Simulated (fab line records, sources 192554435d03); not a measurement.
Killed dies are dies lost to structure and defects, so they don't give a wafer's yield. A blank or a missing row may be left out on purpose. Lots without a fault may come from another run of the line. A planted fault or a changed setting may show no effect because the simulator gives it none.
A struck lot beside a sound one | flow n5_finfet | 17 steps out of a route of 1938
Sound: wafers L997.1, L997.4, L997.6. Struck: wafer L100.4. (L100.1, L100.2 of the same lot were not struck and are left out.) The cause comes at the end.
At each step with rows: each side's tool, then ch and its chambers, then its first start. Under that, the readings that differ: sound wafers | struck wafers | difference of the means | sigmas: that difference in standard deviations of wafers without a fault.
alike: readings whose means differ by less than 2 such deviations, and words and numbers that are the same on both sides. not compared: withheld readings, readings that some wafer has no value for, bounds like >300 that may hide the same value, and numbers for which the record gives no deviation and whose values overlap.
The two part at a step that has a row with sigmas, a row that says differs or no value, or rows on one side only. Numbers that don't overlap but have no deviation are shown without sigmas and don't part them. A reading that every wafer of one side lacks parts them only if that side has two wafers or more.

first, 4 steps without rows for these wafers: N5_BEOL_M7_HM_STRIP_39 (strips TiN in peroxide tin strip, target depth 25 nm, time 158 s); N5_BEOL_M7_SRD_40 (time 30 s); N5_BEOL_M7_PRECLEAN_42 (cleans in residue remover, time 60 s); N5_BEOL_M7_SRD_43 (time 30 s).
N5_BEOL_M7_CD_MEAS_35: target cd 40 nm.
  sound on cd_sem-01, day 12 20:41; struck on cd_sem-02, day 14 01:30
  alike: cd_nm
N5_BEOL_M7_CURE_75: cures SiCOH lowk, time 120 s.
  sound on uv_cure-01 ch 2, day 12 20:43; struck on uv_cure-03 ch 0, day 14 02:04
  reading            | sound             | struck | difference | sigmas
  lamp_power_pct (%) | 52.38 52.37 52.35 | 52.22  | -0.15      | -3
  alike: wafer_temp_C_max
then, 1 step without rows for these wafers: N5_BEOL_M7_DEGAS_44 (time 60 s).
N5_BEOL_M7_PRE_CLEAN_45: time 30 s.
  sound on pvd_sputter-02, day 12 21:23; struck on pvd_sputter-02, day 14 03:56
  alike: heater_power_w
N5_BEOL_M7_ALD_77: deposits TaN, target thk 2 nm, pulse time 2 s, purge time 3 s.
  sound on ald_metal-01 ch 1,2, day 12 21:29; struck on ald_metal-02 ch 1, day 14 04:00
  alike: heater_power_w
  not compared: since_wet_clean_h
N5_BEOL_M7_SURFACE_TREAT_79:
  sound on pvd_sputter-03, day 12 21:52; struck on pvd_sputter-02, day 14 04:19
  not compared: pressure_mtorr, throttle_valve_pct
then, 2 steps without rows for these wafers: N5_BEOL_M7_CVD_78 (deposits Co from CCTBA/H2, target thk 2 nm, time 142.3 s); N5_BEOL_M7_SPUTTER_48 (material Cu, target thk 10 nm, time 1.667 s).
N5_BEOL_M7_ECD_50: material Cu, target thk 300 nm.
  sound on ecd_cu-01 ch 0,1, day 12 22:15; struck on ecd_cu-01 ch 1, day 14 04:38
  reading                                | sound             | struck | difference | sigmas
  model.Cu_of_BEOL_M7_ECD_50.thk_nm (nm) | 294.6 299.8 297.4 | 143.6  | -153.7     |
N5_BEOL_M7_ANNEAL_51: time 90 s.
  sound on rtp_anneal-01 ch 0, day 12 22:20; struck on rtp_anneal-01 ch 0, day 14 04:43
  alike: wafer_temp_C_max
N5_BEOL_M7_CMP_52: polishes, stops on SiCOH lowk, t overpolish 6.9 s, target thk 80 nm.
  sound on cmp-01 ch 2,3, day 12 22:38; struck on cmp-01 ch 0, day 14 05:01
  reading                | sound          | struck | difference | sigmas
  time_to_endpoint_s (s) | 60.3 67.9 65.1 | 29.5   | -34.9      | -14
  alike: motor_current_A
N5_BEOL_M7_THK_MEAS_53: measures by xrf.
  sound on film_metro-02, day 12 22:56; struck on film_metro-01, day 14 05:19
  reading     | sound          | struck | difference | sigmas
  M7_THK (nm) | 82.6 85.4 81.4 | 78.7   | -4.4       | -2
N5_PASSIVATION_PROBE_49:
  the record has rows for the sound wafers here (prober-02, day 16 11:56) and none for the struck ones

WHERE THEY PART
First at N5_BEOL_M7_CURE_75; last, within this record, at N5_PASSIVATION_PROBE_49.

WHY: what the simulator had put in
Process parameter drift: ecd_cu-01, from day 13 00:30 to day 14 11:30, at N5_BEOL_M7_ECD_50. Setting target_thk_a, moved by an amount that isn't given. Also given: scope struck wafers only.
